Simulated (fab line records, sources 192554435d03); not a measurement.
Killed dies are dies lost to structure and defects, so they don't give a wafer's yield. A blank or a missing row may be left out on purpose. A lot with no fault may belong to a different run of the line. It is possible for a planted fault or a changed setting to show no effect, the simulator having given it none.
Problem report, 8D (eight disciplines) form, completed by code || flow n5_finfet || the parts of the form that need people (team, actions taken, sign-off) are left out

== 1. THE PROBLEM ==
Wafers without a fault read 149.1 nm, standard deviation 1.5; trench_depth_nm at N5_BEOL_M10_OCD_MEAS_38 reads a mean of 133.6 nm on 6 wafers belonging to 2 lots. Relative to the usual mean, that is a shift of -10 standard deviations.
Earliest sighting: wafer L587.2 on ocd-01 at day 14 18:52. Wafers with a number at this step in the record: 24, from 8 lots. Rule for "out" (also "out of limits"): further than 4 standard deviations from the usual mean. The other wafers with a number count as sound.

== 2. WHAT IT IS, WHAT IT ISN'T ==
{"question": "which readings at this step", "is": "trench_depth_nm", "is not": "-"}
{"question": "which lots", "is": "L587, L588", "is not": "L570, L579, L583, L589, L590, L593"}
{"question": "which wafers of those lots", "is": "all that have a number", "is not": "-"}
{"question": "read on which gauges", "is": "ocd-01, ocd-02", "is not": "-"}
{"question": "when", "is": "from day 14 18:52", "is not": "up to then (12 sound wafers); but 6 sound wafers of L590, L593 came after"}

== 3. THE SUSPECTS, EACH WITH WHAT RULES IT OUT ==
Counting: a tool stays on the suspect list if, at a process step up to the reading, it processed all lots that are out and no sound lot following the first of them.
- the gauge at N5_BEOL_M10_OCD_MEAS_38 has been ruled out. 2 gauges (ocd-01, ocd-02) read the wafers that are out.
- rie_diel-06 at N5_BEOL_M10_DESCUM_33 (chemistry O2, time 7.9 s): kept. Every lot that is out went through it, starting with L587 (day 14 18:22), and after that it ran no sound lot; the last sound lot it ran before then is L583 (day 13 08:47).
- rie_diel-06 at N5_BEOL_M10_ETCH_65 (etches SiARC in CF4, target depth 39 nm, time 65 s): kept. Every lot that is out went through it, starting with L587 (day 14 18:24), and after that it ran no sound lot; the last sound lot it ran before then is L583 (day 13 08:49).
- rie_diel-06 at N5_BEOL_M10_TRENCH_ETCH_37 (etches SiCOH lowk in C4F6/O2, target depth 148.83 nm, time 48 s): kept. Every lot that is out went through it, starting with L587 (day 14 18:41), and after that it ran no sound lot; the last sound lot it ran before then is L583 (day 13 09:05). Its own readings are out on those wafers: rf_fwd_power_W, rf_vpp_V.
Still standing after the count: rie_diel-06 at N5_BEOL_M10_DESCUM_33, rie_diel-06 at N5_BEOL_M10_ETCH_65, rie_diel-06 at N5_BEOL_M10_TRENCH_ETCH_37.

== 4. THE CAUSE (what the simulator had put in) ==
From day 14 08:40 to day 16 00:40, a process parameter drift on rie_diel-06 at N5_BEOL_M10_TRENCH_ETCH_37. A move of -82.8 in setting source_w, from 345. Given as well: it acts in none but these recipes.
Counting left 3 suspects, and this tool is among them.

== 5. THE CHAIN OF EFFECTS, in route order ==
Each row: a reading whose mean over the struck wafers that have a number lies more than 3 standard deviations from the usual. Only readings whose record carries a usual standard deviation are examined. hours: median over the lots of the time between each lot's start at the first step of this table that gives one and its start at this step. sigmas: the change, counted in usual standard deviations.
{"hours": 0, "step": "N5_BEOL_M10_TRENCH_ETCH_37", "reading": "rf_fwd_power_W", "usual": "341.5 W", "on struck wafers": 259.2, "change": -82.3, "sigmas": -51}
{"hours": 0, "step": "N5_BEOL_M10_TRENCH_ETCH_37", "reading": "rf_vpp_V", "usual": "663 V", "on struck wafers": 764, "change": "+101", "sigmas": "+19"}
{"hours": 0, "step": "N5_BEOL_M10_OCD_MEAS_38", "reading": "trench_depth_nm", "usual": "149.1 nm", "on struck wafers": 133.6, "change": -15.5, "sigmas": -10}
{"hours": 3, "step": "N5_BEOL_M10_THK_MEAS_53", "reading": "M10_THK", "usual": "138.8 nm", "on struck wafers": 122.6, "change": -16.2, "sigmas": -8.5}
{"hours": 3, "step": "N5_BEOL_M10_RS_MEAS_57", "reading": "M10_RS", "usual": "0.1507 ohm/sq", "on struck wafers": 0.1718, "change": "+0.0211", "sigmas": "+9.6"}
Here are the process steps it includes:
- N5_BEOL_M10_TRENCH_ETCH_37: etches SiCOH lowk in C4F6/O2, target depth 148.83 nm, time 48 s.
Later measuring or inspecting steps at which every struck wafer that the step has a row for has a number for every such reading, and none has moved that far: N5_BEOL_M10_CD_MEAS_35.

== 6. HOW IT WOULD HAVE BEEN CAUGHT EARLIER ==
10 hours passed between the start of the fault at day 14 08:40 and the first reading out of limits at a measuring or inspecting step in this record, taken at day 14 18:52.
At N5_BEOL_M10_TRENCH_ETCH_37, the tool's own readings (rf_fwd_power_W, rf_vpp_V) were out on each struck wafer the step has a row for, so an alarm limit on them would have fired on the first such wafer.
Lots out: 2; of these, L588 started N5_BEOL_M10_TRENCH_ETCH_37 on rie_diel-06 after day 14 18:52. A tool hold placed at that time would have kept it from harm.
